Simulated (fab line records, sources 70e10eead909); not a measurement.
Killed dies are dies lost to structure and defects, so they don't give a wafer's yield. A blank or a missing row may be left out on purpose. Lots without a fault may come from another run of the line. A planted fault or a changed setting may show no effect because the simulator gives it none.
fab line records | flow nand_harc
record lots=13 wafers=39 last_day=24
route steps=1159 shown A_WL_FILL@829 A_BONDPAD@1073 THIN_TSV@1150 END@1159
lots that met no fault: from a run of the same line without faults
start_h: hours from the record's first day to the start of the lot's first wafer shown | wait_h: hours since the lot's step before | " the same as in the row above | L1.1+2: a row that stands for several wafers | - no value, or no start given | * or withheld: withheld | < > ~ a bound
route shown NAME@n: a module of which the file shows steps, and the number in the route of the first | usual: mean/standard deviation of fault-free wafers | same: alike in all rows | chamber/n: place in a boat | sites: the reading at each site | _std_site: their standard deviation | _edge_site: outer sites' mean less inner sites' | radius_mm: how far each site lies from the wafer's centre | mask NAME#n: copy n | behind: the tool/chamber that last shaped the wafer | hold: why the lot was held/for how many hours/how that ended | device: the transistor (n, p or np) that didn't switch | end of line: the same wafers' tests at the end of the route | a step without rows: its recipe alone | killed: dies lost to structure and defects at the first sort, not the wafer's yield | map: a wafer's dies, x killed, . not, _ none there
set.NAME: the setting as run; set.NAME@STEP: as run at that earlier step | model.NAME: the simulator's own value behind a step, which no gauge read
steps of the route over a sample of lots; a table a step, a row a wafer
services: from which hour (start_h, from the record's first day; less than 0 if before it) a tool's chamber was out of use, for how many hours, and why
## steps
# step NHARC_A_WL_FILL_ETCHBACK_26
# recipe target_depth_a=520 time_s=13.3 hbr_flow_sccm=150 rf_w=350 icp_w=350 bias_w=60 chemistry=HBr
# usual drypump_motor_current_A=5.7/0.43 oes_product_au=1.000/0.0076 rf_fwd_power_W=342.7/1.7 throttle_valve_pct=23.266/0.0094
# same time_s=13.3
# columns lot.wafer tool chamber start_h wait_h drypump_motor_current_A oes_product_au rf_fwd_power_W rf_hours_counter_h throttle_valve_pct
L401.1 rie_si-05 2 362.55 0.4 5.3 1.001 341.8 0.9 23.248
L401.2 " 1 " " 5.0 1.000 344.3 1.0 23.265
L401.5 " 2 " " 5.3 0.993 342.0 - 23.261
L400.1 rie_si-02 2 362.55 0.4 6.3 1.006 340.8 1.0 23.285
L400.2 " 0 " " 5.5 0.998 343.8 1.2 23.276
L400.6 " 3 " " 5.8 1.005 343.4 - 23.253
L399.4 rie_si-01 1 362.57 0.4 5.0 1.005 346.2 0.4 23.254
L399.2 " 2 " " 6.4 1.017 343.2 0.3 23.258
L399.6 " 1 " " 5.0 1.001 345.7 - 23.262
L403.1 rie_si-05 3 372.55 0.4 6.0 1.010 344.4 0.8 23.257
L403.3 " 1 " " 5.0 0.991 343.9 1.0 23.267
L403.6 " 3 " " 6.0 1.004 342.8 - 23.276
L404.3 rie_si-02 3 372.58 0.4 5.8 0.998 343.4 1.2 23.268
L404.2 " 0 " " 5.6 0.995 341.2 1.3 23.267
L404.6 " 2 " " 6.3 1.002 340.2 - 23.273
L402.3 rie_si-05 2 378.02 0.4 5.3 0.996 342.3 0.9 23.269
L402.2 " 3 " " 6.0 1.001 342.9 0.9 23.269
L402.4 " 0 " " 5.3 0.998 343.9 1.0 23.251
L405.4 rie_si-01 0 396.81 0.4 5.6 1.007 341.5 0.7 23.261
L405.2 " 1 " " 5.0 1.008 347.3 0.6 23.263
L405.3 " 3 " " 5.9 1.014 340.8 0.6 23.270
L408.3 rie_si-02 0 415.61 0.4 5.6 0.996 344.4 0.1 23.260
L408.6 " 2 " " 6.4 0.998 339.8 - 23.270
L408.5 " 3 " " 5.8 0.990 342.7 - 23.257
L411.1 rie_si-02 1 422.32 0.4 5.9 0.995 342.2 0.1 23.260
L411.4 " 2 " " 6.3 0.997 340.6 0.1 23.279
L411.5 " 2 " " 6.3 1.013 338.9 - 23.267
L413.1 rie_si-02 0 448.57 0.4 5.6 1.008 343.2 0.4 23.264
L413.4 " 1 " " 5.9 1.010 341.7 0.4 23.264
L413.5 " 0 " " 5.6 0.999 343.0 - 23.267
L415.4 rie_si-02 0 460.84 0.4 5.6 0.994 344.1 0.5 23.253
L415.6 " 0 " " 5.6 0.999 342.5 - 23.268
L415.5 " 1 " " 5.9 0.992 341.9 - 23.269
L419.3 rie_si-05 2 479.16 0.4 5.3 1.006 340.8 0.4 23.270
L419.2 " 0 " " 5.3 1.013 343.6 0.4 23.256
L419.1 " 1 " " 5.0 1.019 343.7 0.4 23.259
L417.3 rie_si-01 2 495.04 0.4 6.4 0.994 344.2 0 23.269
L417.4 " 3 " " 5.8 1.005 340.9 0 23.268
L417.1 " 1 " " 5.0 1.007 346.9 0 23.270
# step NHARC_A_BONDPAD_OVL_MEAS_35
# usual overlay_x_nm=0/6.4 overlay_y_nm=-1/5.3
# columns lot.wafer tool chamber start_h wait_h overlay_x_nm overlay_y_nm
L399.2 overlay-02 - 411.05 - 2 -2
L399.4 " - " " 3 -2
L399.6 " - " " 3 -2
L400.1 overlay-01 - 411.97 - -4 -3
L400.2 " - " " -5 -3
L400.6 " - " " -5 -3
L401.1 overlay-01 - 416.81 - 0 -6
L401.2 " - " " 0 -6
L401.5 " - " " 0 -5
L404.2 overlay-02 - 421.44 - 6 -13
L404.3 " - " " 6 -13
L404.6 " - " " 6 -13
L403.1 overlay-02 - 422.22 - -6 -1
L403.3 " - " " -6 0
L403.6 " - " " -6 -1
L402.2 overlay-02 - 426.52 - -14 4
L402.3 " - " " -13 4
L402.4 " - " " -14 4
L405.2 overlay-02 - 445.67 - 9 2
L405.3 " - " " 9 3
L405.4 " - " " 8 2
L408.3 overlay-02 - 464.37 - -8 12
L408.5 " - " " -8 13
L408.6 " - " " -9 12
L411.1 overlay-02 - 470.96 - 6 -1
L411.4 " - " " 5 -1
L411.5 " - " " 6 -2
L413.1 overlay-01 - 503.36 - -4 1
L413.4 " - " " -4 0
L413.5 " - " " -4 1
L415.4 overlay-02 - 511.96 - -2 -1
L415.5 " - " " -2 -1
L415.6 " - " " -3 -1
L419.1 overlay-01 - 536.26 - 5 -4
L419.2 " - " " 5 -4
L419.3 " - " " 5 -4
L417.1 overlay-01 - 543.68 - 3 -9
L417.3 " - " " 2 -9
L417.4 " - " " 3 -8
# step NHARC_A_BONDPAD_CD_MEAS_13
# usual cd_nm=499.5/1.7
# columns lot.wafer tool chamber start_h wait_h cd_nm
L399.2 cd_sem-02 - 411.49 - 500.1
L399.4 " - " " 499.4
L399.6 " - " " 501.8
L400.1 cd_sem-03 - 412.41 - 500.3
L400.2 " - " " 497.9
L400.6 " - " " 498.2
L401.1 cd_sem-01 - 417.25 - 498.5
L401.2 " - " " 500.0
L401.5 " - " " 496.8
L404.2 cd_sem-01 - 421.89 - 500.6
L404.3 " - " " 501.0
L404.6 " - " " 502.5
L403.1 cd_sem-03 - 422.66 - 498.2
L403.3 " - " " 500.6
L403.6 " - " " 499.7
L402.2 cd_sem-02 - 427.09 - 500.3
L402.3 " - " " 501.9
L402.4 " - " " 500.3
L405.2 cd_sem-03 - 446.11 - 500.8
L405.3 " - " " 500.4
L405.4 " - " " 501.8
L408.3 cd_sem-01 - 464.81 - 499.3
L408.5 " - " " 498.4
L408.6 " - " " 499.8
L411.1 cd_sem-02 - 471.49 - 499.5
L411.4 " - " " 500.9
L411.5 " - " " 501.2
L413.1 cd_sem-03 - 503.80 - 503.0
L413.4 " - " " 502.6
L413.5 " - " " 501.9
L415.4 cd_sem-02 - 512.41 - 498.3
L415.5 " - " " 498.0
L415.6 " - " " 498.6
L419.1 cd_sem-01 - 536.70 - 496.7
L419.2 " - " " 498.0
L419.3 " - " " 496.5
L417.1 cd_sem-02 - 544.12 - 498.9
L417.3 " - " " 498.4
L417.4 " - " " 499.3
# step NHARC_THIN_TSV_DESCUM_35
# recipe time_s=3 o2_flow_sccm=200 ar_flow_sccm=0 bias_power_w=0 chemistry=O2
# usual drypump_motor_current_A=5.8/0.32 oes_product_au=1.001/0.0079 rf_vpp_V=57.8/0.95 showerhead_plenum_p_Torr=1.93/0.075 throttle_valve_pct=11.311/0.009
# same time_s=3
# columns lot.wafer tool chamber start_h wait_h drypump_motor_current_A oes_product_au rf_hours_counter_h rf_vpp_V showerhead_plenum_p_Torr throttle_valve_pct
L399.4 rie_diel-01 1 431.66 - 6.2 0.981 12 59.1 2.05 11.305
L399.2 " 2 " " 6.2 0.996 12 59.1 2.02 11.320
L399.6 " 1 " " 6.2 0.984 - 57.9 2.05 11.317
L400.1 rie_diel-01 3 432.87 - 5.6 0.996 11 56.6 1.81 11.316
L400.2 " 0 " " 5.4 1.002 11 57.4 1.89 11.307
L400.6 " 2 " " 6.2 0.989 - 58.6 2.02 11.316
L401.2 rie_diel-01 3 439.11 - 5.6 0.999 13 58.0 1.81 11.308
L401.1 " 1 " " 6.2 1.010 13 57.7 2.05 11.299
L401.5 " 3 " " 5.6 1.004 - 56.5 1.81 11.310
L404.3 rie_diel-08 2 440.24 - 5.8 0.997 10 60.2 2.05 11.299
L404.2 " 0 " " 5.7 1.000 9 57.1 1.88 11.307
L404.6 " 3 " " 5.7 1.001 - 55.6 1.84 11.323
L403.1 rie_diel-04 1 443.54 - 5.3 1.002 12 58.4 1.94 11.317
L403.3 " 3 " " 5.5 0.992 11 57.9 1.91 11.308
L403.6 " 0 " " 6.5 0.998 - 59.2 1.92 11.319
L402.2 rie_diel-04 0 449.63 - 6.5 1.002 11 57.6 1.92 11.311
L402.4 " 1 " " 5.4 1.009 12 59.0 1.94 11.316
L402.3 " 2 " " 5.8 1.007 12 57.0 1.93 11.315
L405.2 rie_diel-08 0 470.31 - 5.6 1.013 12 57.1 1.88 11.316
L405.4 " 2 " " 5.8 1.005 12 57.2 2.05 11.326
L405.3 " 3 " " 5.7 1.022 11 59.1 1.83 11.317
L408.3 rie_diel-01 0 487.21 - 5.4 1.003 17 57.8 1.89 11.311
L408.5 " 2 " " 6.1 0.992 - 57.0 2.02 11.314
L408.6 " 3 " " 5.6 1.003 - 57.5 1.81 11.321
L411.1 rie_diel-04 2 495.48 - 5.8 1.000 2 55.0 1.93 11.310
L411.4 " 3 " " 5.5 1.002 2 57.1 1.91 11.298
L411.5 " 3 " " 5.5 1.003 - 57.5 1.91 11.293
L413.1 rie_diel-08 0 528.91 - 5.6 1.000 2 59.1 1.88 11.312
L413.5 " 2 " " 5.8 1.001 - 58.7 2.05 11.307
L413.4 " 3 " " 5.7 1.012 - 58.1 1.83 11.320
L415.4 rie_diel-04 0 533.30 - 6.5 1.028 4 58.5 1.92 11.314
L415.5 " 3 " " 5.5 1.005 - 59.5 1.91 11.308
L415.6 " 0 " " 6.5 1.016 - 55.7 1.92 11.317
L419.1 rie_diel-04 2 557.83 - 5.8 0.987 6 58.3 1.93 11.316
L419.3 " 3 " " 5.5 0.990 6 57.2 1.91 11.314
L419.2 " 0 " " 6.5 1.004 6 57.3 1.92 11.310
L417.3 rie_diel-08 2 565.33 - 5.8 1.008 5 59.5 2.05 11.332
L417.1 " 3 " " 5.7 1.015 4 57.3 1.83 11.305
L417.4 " 1 " " 5.9 0.997 4 58.3 1.92 11.297
# step NHARC_END_SORT_01
# recipe temp_c=25
# usual killed_at_array=28/12 killed_at_other=0.8/1.1 killed_at_periphery=3.6/2.3 killed_dies=32/12 killed_open=3.4/1.9 killed_short=2.0/1.3
# same gross_dies=677
# columns lot.wafer tool chamber start_h wait_h killed_at_array killed_at_other killed_at_periphery killed_dies killed_open killed_short
L413.1 prober-01 0 536.23 2.5 110 0 0 110 6 3
L413.4 prober-01 0 538.64 3.4 35 0 2 37 5 1
L413.5 prober-01 0 539.45 3.7 97 0 3 100 2 2
L415.4 prober-01 0 546.44 3.4 104 1 5 110 3 2
L415.5 prober-01 0 547.23 3.7 26 3 3 32 2 2
L415.6 prober-01 0 548.02 3.9 105 2 0 107 1 1
# killed by level:class
L413.1 A_WL_FILL:unspecified=81 A_CHANNEL_HOLE_D1:chamber_film_flake=13 A_CONTACT:chamber_film_flake=3 A_ONON_D1:geometric_particle:short=2 A_ONON_D1:geometric_particle:open=2 A_STAIRCASE:chamber_film_flake=2 A_WL_FILL:chamber_film_flake=2 A_SOURCE_PLATE:geometric_particle:open=1
L413.4 A_CHANNEL_HOLE_D1:chamber_film_flake=22 A_STAIRCASE:chamber_film_flake=4 A_CONTACT:chamber_film_flake=3 P_STI:geometric_particle:open=1 A_ONON_D1:geometric_particle:open=1 A_CHANNEL_FILL_D1:geometric_particle:open=1 A_SGD_CUT:geometric_particle:short=1 A_CONTACT:geometric_particle:open=1
L413.5 A_WL_FILL:unspecified=76 A_CHANNEL_HOLE_D1:chamber_film_flake=15 A_STAIRCASE:chamber_film_flake=2 P_CONTACT:geometric_particle:short=1 A_ONON_D1:geometric_particle:open=1 A_SGD_CUT:geometric_particle:short=1 A_BLC:geometric_particle:open=1 P_STI:chamber_film_flake=1
L415.4 A_WL_FILL:unspecified=77 A_CHANNEL_HOLE_D1:chamber_film_flake=15 A_CONTACT:chamber_film_flake=7 P_ZERO_WELL:chamber_film_flake=3 A_SGD_CUT:geometric_particle:open=2 P_M0:geometric_particle:short=1 A_BLC:geometric_particle:short=1 A_M0:geometric_particle:open=1
L415.5 A_CHANNEL_HOLE_D1:chamber_film_flake=15 A_CONTACT:chamber_film_flake=6 P_GATE:chamber_film_flake=2 HYBRID_BOND:chamber_film_flake=2 A_ONON_D1:geometric_particle:short=1 A_ONON_D1:geometric_particle:open=1 A_CHANNEL_FILL_D1:geometric_particle:open=1 A_CONTACT:geometric_particle:short=1
L415.6 A_WL_FILL:unspecified=81 A_CHANNEL_HOLE_D1:chamber_film_flake=20 HYBRID_BOND:chamber_film_flake=2 A_ONON_D1:geometric_particle:open=1 A_WL_FILL:geometric_particle:short=1 A_STAIRCASE:chamber_film_flake=1 A_CONTACT:chamber_film_flake=1
## services
# columns tool chamber start_h hours kind
rie_diel-08 2 350.18 2.9 repair
rie_diel-08 3 356.71 4.1 repair
rie_si-05 3 362.50 6.4 repair
rie_diel-04 - 369.76 1.0 repair
rie_diel-04 2 373.23 4.6 repair
rie_si-02 - 388.00 9.0 pm
rie_diel-01 - 405.94 2.3 repair
rie_si-05 2 408.23 10.5 repair
rie_si-05 0 412.32 1.3 repair
rie_si-05 - 416.00 9.0 pm
rie_diel-08 0 418.30 7.6 repair
rie_si-01 0 423.23 7.3 repair
rie_diel-08 3 429.89 6.7 repair
rie_si-02 2 430.41 2.3 repair
rie_diel-04 - 466.13 9.0 pm
rie_si-05 3 473.69 14.2 repair
rie_diel-08 - 478.80 9.0 pm
rie_si-02 0 493.83 2.6 repair
rie_diel-08 0 493.91 5.7 repair
rie_diel-01 - 500.10 9.0 pm
rie_diel-08 1 522.87 20.4 repair
rie_diel-01 1 538.93 6.6 repair
rie_diel-01 1 550.75 5.0 repair
rie_si-02 - 565.00 9.0 pm
## key
first_sign step=NHARC_END_SORT_01 reading=killed_at_array direction=up sigmas=6.6 usual=28 struck=104
effect step=NHARC_END_SORT_01 reading=killed_dies direction=up sigmas=6.5 usual=32 struck=107
more_kills_born_at NHARC_A_WL_FILL_ETCHBACK_26@rie_si-02=314
met_at NHARC_A_WL_FILL_ETCHBACK_26
struck_lots L413,L415
struck_wafers L413.1,L413.5,L415.4,L415.6
tester_left_out L413,L415
not_acting_at NHARC_A_BONDPAD_OVL_MEAS_35,NHARC_A_BONDPAD_CD_MEAS_13,NHARC_THIN_TSV_DESCUM_35
onset_between 415.61 448.57
fault kind=chamber_particle_source tool=rie_si-02 chamber=0 onset_h=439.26 steps=NHARC_A_WL_FILL_ETCHBACK_26 rate_per_visit_cm2=0.62464 end_h=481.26
# tester_left_out: of these lots the tester's yield and bins aren't shown, on N5 and GAA mostly nor the transistor test; their killed dies are dies lost to structure and defects alone, not to doping, threshold or leakage, so they don't give the yield
